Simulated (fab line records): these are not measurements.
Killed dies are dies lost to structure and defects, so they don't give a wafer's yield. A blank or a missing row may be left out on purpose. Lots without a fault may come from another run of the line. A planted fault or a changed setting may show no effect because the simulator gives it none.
A lot that was struck, set against a sound lot || flow n5Finfet || 21 out of 1938 route steps
Sound: these wafers, L121.1, L121.4, L121.6. Wafers struck: L137.1, L137.4, L137.5. The cause comes at the end.
For every step that has rows: the tool of each side, followed by ch and its chambers, followed by its first start. Under that, the readings that differ: sound wafers || struck wafers || difference of the means || sigmas: that difference in standard deviations of wafers without a fault.
alike: words and numbers the same on both sides, and readings whose means are apart by under 2 such deviations; not compared: readings that were withheld, readings missing a value for some wafer, numbers with overlapping values and no deviation given by the record, and bounds like >300 which may hide the same value.
A row with sigmas, a row that says differs or no value, or rows on one side alone: a step with any of these is where the two part. When numbers do not overlap yet have no deviation, they are printed without sigmas and do not part them. A reading that every wafer of one side lacks parts them only if that side has two wafers or more.

first, 1 step without rows for these wafers: N5_ZERO_LAYER_HARDBAKE_23 (time 120 s).
N5_ZERO_LAYER_CD_MEAS_11 targets a cd of 2000 nm.
  sound on cdSem-02 ch 0, day 2 00:46; struck on cdSem-03 ch 0, day 6 00:46
  alike: cdNm
N5_ZERO_LAYER_DESCUM_16: chemistry O2, time 7.9 s.
  sound on rieDiel-02 ch 1,2, day 2 00:48; struck on rieDiel-01 ch 1,3, day 6 00:48
{"reading": "throttleValvePct (%)", "sound": "20.31 20.23 20.31", "struck": "20.36 20.95 20.94", "difference": "+0.47", "sigmas": "+2"}
  alike: drypumpMotorCurrentA, oesProductAu, rfVppV, showerheadPlenumPTorr
  not compared: rfHoursCounterH
N5_ZERO_LAYER_ETCH_17: etches SiO2 in CF4, target depth 12 nm, time 13.3 s.
  sound on rieDiel-02 ch 1,2, day 2 00:50; struck on rieDiel-01 ch 1,3, day 6 00:50
  alike: drypumpMotorCurrentA, oesProductAu, rfVppV, showerheadPlenumPTorr, throttleValvePct
  not compared: rfHoursCounterH
N5_ZERO_LAYER_ETCH_18: etches Si in HBr/Cl2, target depth 120 nm, time 40 s.
  sound on rieSi-02 ch 0,2, day 2 00:55; struck on rieSi-02 ch 0,3, day 6 00:55
  alike: drypumpMotorCurrentA, oesProductAu, throttleValvePct
  not compared: rfHoursCounterH
N5_ZERO_LAYER_STRIP_24: strips in O2.
  sound on plasmaAsher-02 ch 0,1, day 2 01:01; struck on plasmaAsher-02 ch 0,1, day 6 01:01
{"reading": "stripTimeToEndpointS (s)", "sound": "43.84 43.80 43.81", "struck": "43.97 43.94 44.03", "difference": "+0.16", "sigmas": "+2"}
  alike: drypumpMotorCurrentA, heaterPowerW, oesProductAu
  not compared: rfHoursCounterH
then, 1 step without rows for these wafers: N5_ZERO_LAYER_STRIP_19 (strips in SPM, time 900 s).
N5_ZERO_LAYER_INSPECT_20: inspects for defects (darkfield).
  struck on defectInspect-02, day 6 01:23; sound on defectInspect-01, day 2 01:23
  alike: rawDefectCount
then, 4 steps without rows for these wafers: N5_WELL_APT_HMDS_01 (time 60 s); N5_WELL_APT_COAT_02 (resist thk 950 nm); N5_WELL_APT_EBR_04; N5_WELL_APT_SOFTBAKE_03 (time 60 s).
N5_WELL_APT_EXPOSE_05: exposes mask NWELL, defocus 0 nm, target cd 200 nm.
  sound on krfScanner-01 ch 0, day 2 01:38; struck on krfScanner-01 ch 0, day 6 01:38
{"reading": "model.WELL_APT.overlayXNm (nm)", "sound": "-0.7991 -0.7991 -0.7991", "struck": "29.31 29.31 29.31", "difference": "+30.11", "sigmas": ""}
  alike: mask, exposureDoseMJCm2
then, 3 steps without rows for these wafers: N5_WELL_APT_PEB_06 (peb time 90 s); N5_WELL_APT_DEVELOP_07 (develop time 45 s); N5_WELL_APT_HARDBAKE_12 (time 120 s).
N5_WELL_APT_CD_MEAS_08 targets a cd of 200 nm.
  sound on cdSem-01 ch 0, day 2 01:49; struck on cdSem-02 ch 0, day 6 01:49
{"reading": "cdNm (nm)", "sound": "200.5 201.8 203.2", "struck": "198.1 196.7 200.1", "difference": -3.5, "sigmas": -2}
N5_WELL_APT_OVL_MEAS_09:
  sound on overlay-02 ch 0, day 2 01:50; struck on overlay-02 ch 0, day 6 01:50
{"reading": "NWELL_OVL (nm)", "sound": "-6 0 -8", "struck": "31 34 30", "difference": "+36", "sigmas": "+7"}
N5_WELL_APT_INSPECT_10: inspects for defects (macro).
  struck on defectInspect-01, day 6 01:52; sound on defectInspect-02, day 2 01:52
  alike: rawDefectCount
-- a jump in the record: the struck wafers' starts before and after are 8 days apart (it breaks off in module WELL_APT and resumes in module BEOL_M4, where the first step shown is number 1111 of the route) --
N5_BEOL_M4_RC_MEAS_101:
  sound on prober-01 ch 0, day 9 10:23; struck on prober-01 ch 0, day 13 16:36
  alike: DIBL_N, DIBL_P, IOFF_N, IOFF_P, ION_N, ION_P, SS_N, SS_P, VT_N, VT_P
then, 1 step without rows for these wafers: N5_PASSIVATION_PROBE_49.

## WHERE THEY PART
Last at N5_WELL_APT_OVL_MEAS_09 as far as this record goes, first at N5_ZERO_LAYER_DESCUM_16. Later steps at which nothing parts them and some readings are alike: N5_WELL_APT_INSPECT_10, N5_BEOL_M4_RC_MEAS_101.

WHY: what had been put in by the simulator
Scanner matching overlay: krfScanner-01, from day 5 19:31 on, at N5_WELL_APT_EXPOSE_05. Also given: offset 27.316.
